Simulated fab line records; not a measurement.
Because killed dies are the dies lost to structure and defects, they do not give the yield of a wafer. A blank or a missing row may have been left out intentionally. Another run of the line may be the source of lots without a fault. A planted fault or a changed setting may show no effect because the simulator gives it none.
Matching of chambers / flow nand_harc / 4 sister chambers for NHARC_A_M1_DESCUM_14 on rie_diel-13
The step chemistry O2, time 3 s. 8 wafers are shown with their chamber, then 8 later ones without.

WAFERS, EACH WITH ITS CHAMBER
wafer=L079.5; chamber=3; showerhead_plenum_p_Torr (Torr)=1.97; oes_product_au (a.u.)=1.005
wafer=L081.1; chamber=3; showerhead_plenum_p_Torr (Torr)=1.97; oes_product_au (a.u.)=0.998
wafer=L081.4; chamber=2; showerhead_plenum_p_Torr (Torr)=1.79; oes_product_au (a.u.)=0.992
wafer=L085.6; chamber=0; showerhead_plenum_p_Torr (Torr)=1.94; oes_product_au (a.u.)=1.018
wafer=L089.1; chamber=2; showerhead_plenum_p_Torr (Torr)=1.78; oes_product_au (a.u.)=1.000
wafer=L089.2; chamber=1; showerhead_plenum_p_Torr (Torr)=1.94; oes_product_au (a.u.)=1.002
wafer=L089.4; chamber=0; showerhead_plenum_p_Torr (Torr)=1.94; oes_product_au (a.u.)=1.010
wafer=L091.1; chamber=1; showerhead_plenum_p_Torr (Torr)=1.94; oes_product_au (a.u.)=1.004

WAFERS WITHOUT THEIR CHAMBER
wafer=L091.4; showerhead_plenum_p_Torr (Torr)=1.94; oes_product_au (a.u.)=0.996
wafer=L091.5; showerhead_plenum_p_Torr (Torr)=1.97; oes_product_au (a.u.)=1.003
wafer=L092.1; showerhead_plenum_p_Torr (Torr)=1.97; oes_product_au (a.u.)=1.011
wafer=L092.2; showerhead_plenum_p_Torr (Torr)=1.94; oes_product_au (a.u.)=1.012
wafer=L092.3; showerhead_plenum_p_Torr (Torr)=1.94; oes_product_au (a.u.)=1.002
wafer=L095.2; showerhead_plenum_p_Torr (Torr)=1.94; oes_product_au (a.u.)=0.997
wafer=L095.4; showerhead_plenum_p_Torr (Torr)=1.97; oes_product_au (a.u.)=1.012
wafer=L095.6; showerhead_plenum_p_Torr (Torr)=1.94; oes_product_au (a.u.)=0.992

WHICH CHAMBER EACH WENT THROUGH
wafer=L091.4; from the rows above=1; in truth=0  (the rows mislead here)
wafer=L091.5; from the rows above=3; in truth=3
wafer=L092.1; from the rows above=3; in truth=3
wafer=L092.2; from the rows above=can't be placed: 0 or 1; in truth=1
wafer=L092.3; from the rows above=1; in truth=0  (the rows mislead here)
wafer=L095.2; from the rows above=1; in truth=1
wafer=L095.4; from the rows above=3; in truth=3
wafer=L095.6; from the rows above=1; in truth=1
Correct placement for 5 of the 8. Cannot be placed on the basis of these rows: 1; the candidates contain the true chamber in 1. Number placed wrongly: 2.
How it was worked out, from the rows above alone: a wafer's distance from a chamber is the root of the sum, over the readings, of the square of ((its reading less the chamber's mean) divided by the reading's scatter). If the next closest chamber is less than 2 further off than the closest, the wafer can't be placed; otherwise it belongs to the closest. For every chamber, the mean is computed from those of its wafers that are shown. The scatter is the square root of a quotient: the sum, over the shown wafers, of each reading's squared deviation from its chamber's mean, divided by wafers minus chambers.
